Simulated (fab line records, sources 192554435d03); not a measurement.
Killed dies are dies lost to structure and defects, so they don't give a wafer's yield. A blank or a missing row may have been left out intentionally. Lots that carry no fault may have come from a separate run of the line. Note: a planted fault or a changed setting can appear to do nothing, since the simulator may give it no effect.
Matching of chambers    flow n5-finfet    N5_HKMG_FIN_NWFM_ALD_20 on ald-metal-02 has 4 sister chambers
The step deposits TiAlC, target thk 2 nm, pulse time 3 s, purge time 2 s. 8 wafers are shown with their chamber, then 12 later ones without.

== WAFERS PAIRED WITH THEIR CHAMBERS ==
wafer   chamber  heater-power-w (W)  precursor-pulse-height-rel
L085.2  2        515                 0.963
L085.3  1        493                 1.025
L085.5  0        579                 1.011
L089.2  1        488                 0.999
L089.5  3        506                 1.024
L091.1  2        528                 1.040
L091.2  3        497                 1.006
L091.3  0        602                 1.029

== WAFERS WHOSE CHAMBER IS MISSING ==
wafer   heater-power-w (W)  precursor-pulse-height-rel
L091.4  484                 0.997
L091.5  488                 1.008
L091.6  590                 0.974
L092.1  499                 1.033
L092.3  580                 0.994
L092.5  492                 0.987
L094.1  483                 1.012
L094.2  593                 1.054
L094.4  522                 1.024
L096.1  489                 1.042
L096.2  505                 0.980
L096.3  583                 0.975

== EACH ONE'S CHAMBER ==
wafer   from the rows above           in truth
L091.4  can't be placed: 1 or 3       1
L091.5  can't be placed: 1 or 3       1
L091.6  0                             0
L092.1  can't be placed: 3 or 1 or 2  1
L092.3  0                             0
L092.5  can't be placed: 1 or 3       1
L094.1  can't be placed: 1 or 3       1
L094.2  0                             0
L094.4  can't be placed: 2 or 3       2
L096.1  can't be placed: 1 or 3       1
L096.2  can't be placed: 3 or 2 or 1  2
L096.3  0                             0
4 of 12 placed correctly. Can't be placed from these rows: 8 (the true chamber is among the candidates in 8). 0 placed wrongly.
How it was worked out, from the rows above alone: a wafer's distance from a chamber is the root of the sum, over the readings, of the square of ((its reading less the chamber's mean) divided by the reading's scatter). If the next closest chamber is less than 2 further off than the closest, the wafer can't be placed; otherwise it belongs to the closest. For every chamber, the mean is computed from those of its wafers that are shown. The scatter: the root of (the sum of the squares of (reading less its chamber's mean) over the shown wafers, divided by (wafers less chambers)).
